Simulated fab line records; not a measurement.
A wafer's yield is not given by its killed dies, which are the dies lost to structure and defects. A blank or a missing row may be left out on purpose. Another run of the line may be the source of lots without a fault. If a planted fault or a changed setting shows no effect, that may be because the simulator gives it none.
Matching of chambers    flow n5 finfet    N5_BEOL_M2_ILD_DEP_00 on pecvd-03: 3 sister chambers
The step deposits SiOC from DEMS/O2, target thk 79 nm, time 15.3 s. 33 wafers are shown with their chamber, then 12 later ones without.

WAFERS WITH THEIR CHAMBER
wafer   chamber  throttle valve pct (%)  showerhead plenum p Torr (Torr)  heater power w (W)
L074.1  2        10.9                    5.719                            668
L074.3  1        12.4                    5.727                            564
L074.5  0        14.4                    5.687                            537
L076.1  2        10.8                    5.734                            647
L076.2  0        14.4                    5.687                            573
L076.3  0        14.4                    5.694                            593
L076.4  2        10.6                    5.716                            645
L076.5  0        14.2                    5.695                            601
L076.6  2        10.8                    5.706                            650
L083.1  0        14.6                    5.687                            554
L083.2  1        12.4                    5.735                            503
L083.3  2        10.8                    5.717                            605
L083.4  1        12.6                    5.709                            507
L083.5  0        14.5                    5.681                            560
L083.6  2        10.8                    5.733                            611
L084.3  1        12.7                    5.717                            581
L084.4  2        10.8                    5.724                            608
L084.6  0        14.3                    5.696                            525
L085.3  1        12.5                    5.737                            551
L085.5  0        14.5                    5.684                            588
L085.6  2        10.7                    5.715                            653
L086.1  2        10.8                    5.730                            616
L086.4  2        10.9                    5.703                            609
L086.5  0        14.5                    5.696                            528
L089.2  2        10.8                    5.715                            616
L089.3  1        12.7                    5.714                            587
L089.5  0        14.6                    5.678                            576
L090.1  0        14.8                    5.675                            555
L090.3  1        12.7                    5.716                            528
L090.6  0        14.5                    5.681                            564
L092.2  0        14.4                    5.689                            517
L092.3  2        10.6                    5.719                            631
L092.6  1        13.0                    5.707                            480

SIGNATURES, as means of the wafers listed above
reading                   chamber 0  chamber 1  chamber 2  scatter within a chamber
throttle valve pct        14.469     12.625     10.775     0.147
showerhead plenum p Torr  5.68692    5.72025    5.71925    0.00919
heater power w            559.31     537.62     629.92     28.6
Rule: for a wafer and a chamber, the distance is found by dividing, reading by reading, the gap between the wafer's reading and the chamber's mean by the reading's scatter, squaring, summing and taking the root. The wafer belongs to the nearest chamber; if the next one is less than 2 further off, it can't be placed. The scatter is the square root of a quotient: the sum, over the shown wafers, of each reading's squared deviation from its chamber's mean, divided by wafers minus chambers.

WAFERS WITH NO CHAMBER GIVEN
wafer   throttle valve pct (%)  showerhead plenum p Torr (Torr)  heater power w (W)
L094.1  12.6                    5.718                            528
L094.2  10.7                    5.708                            649
L094.3  14.5                    5.699                            549
L094.4  13.1                    5.728                            522
L094.5  10.8                    5.722                            657
L094.6  14.5                    5.681                            562
L095.2  14.4                    5.682                            507
L095.4  12.5                    5.711                            477
L095.5  14.3                    5.695                            526
L097.1  14.2                    5.700                            579
L097.3  10.6                    5.704                            641
L097.4  14.4                    5.688                            579

CHAMBER TAKEN BY EACH
wafer   from the rows above  in truth
L094.1  1                    1
L094.2  2                    2
L094.3  0                    0
L094.4  1                    1
L094.5  2                    2
L094.6  0                    0
L095.2  0                    0
L095.4  1                    1
L095.5  0                    0
L097.1  0                    0
L097.3  2                    2
L097.4  0                    0
12 of 12 placed correctly. Left unplaced by these rows: 0. Number placed wrongly: 0.
